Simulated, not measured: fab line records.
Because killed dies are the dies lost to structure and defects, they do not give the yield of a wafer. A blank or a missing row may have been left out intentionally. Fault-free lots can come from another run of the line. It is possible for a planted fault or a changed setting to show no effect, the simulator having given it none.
Struck lot and sound lot, side by side :: flow nand-harc :: 12 out of 1302 route steps
Sound: the wafers L367.2, L367.5, L367.6. Struck: wafers L358.3, L358.4, L358.5. Last of all comes the cause.
Per side, at each step with rows, come the tool, then ch with its chambers, and then its first start. Under that, the readings that differ: sound wafers :: struck wafers :: difference of the means :: sigmas: that difference in standard deviations of wafers without a fault.
alike: readings with means less than 2 such deviations apart, plus words and numbers identical on both sides. not compared: withheld readings, readings lacking a value on some wafer, bounds such as >300 that could conceal the same value, and numbers that have no deviation in the record and whose values overlap.
The two part at a step that has a row with sigmas, a row that says differs or no value, or rows on one side only. When numbers do not overlap yet have no deviation, they are printed without sigmas and do not part them. A reading missing from all wafers of one side parts the sides only when that side holds two or more wafers.

NHARC_P_START_INSPECT_01:
  sound: defect-inspect-02 at day 7 16:02; struck: defect-inspect-02 at day 3 22:02
  alike: raw-defect-count
then, 9 steps without rows for these wafers: NHARC_P_ZERO_WELL_PRECLEAN_00 (cleans in SPM, time 600 s); NHARC_P_ZERO_WELL_SRD_01; NHARC_P_ZERO_WELL_PECVD_02 (deposits SiO2, target thk 10 nm); NHARC_P_ZERO_WELL_DEHYDRATE_03 (time 120 s); NHARC_P_ZERO_WELL_HMDS_04 (time 30 s); NHARC_P_ZERO_WELL_COAT_64 (time 65 s); NHARC_P_ZERO_WELL_COAT_05 (resist thk 600 nm); NHARC_P_ZERO_WELL_SOFTBAKE_06 (time 70 s); NHARC_P_ZERO_WELL_EBR_07.
NHARC_P_ZERO_WELL_EXPOSE_08: exposes mask P ZERO, target cd 500 nm.
  struck on krf-scanner-03, day 3 23:06; sound on krf-scanner-01 ch 0, day 7 17:05
  no value came back on the struck wafers for exposure-dose-mJ-cm2, focus-offset-nm (nm); on the sound wafers exposure-dose-mJ-cm2 reads 33.75 33.75 33.71
  alike: mask
then, 1 step without rows for these wafers: NHARC_P_ZERO_WELL_PEB_09 (peb time 80 s).

== WHERE THEY PART ==
At NHARC_P_ZERO_WELL_EXPOSE_08 and nowhere else, as far as this record goes.

WHY: the cause the simulator had injected
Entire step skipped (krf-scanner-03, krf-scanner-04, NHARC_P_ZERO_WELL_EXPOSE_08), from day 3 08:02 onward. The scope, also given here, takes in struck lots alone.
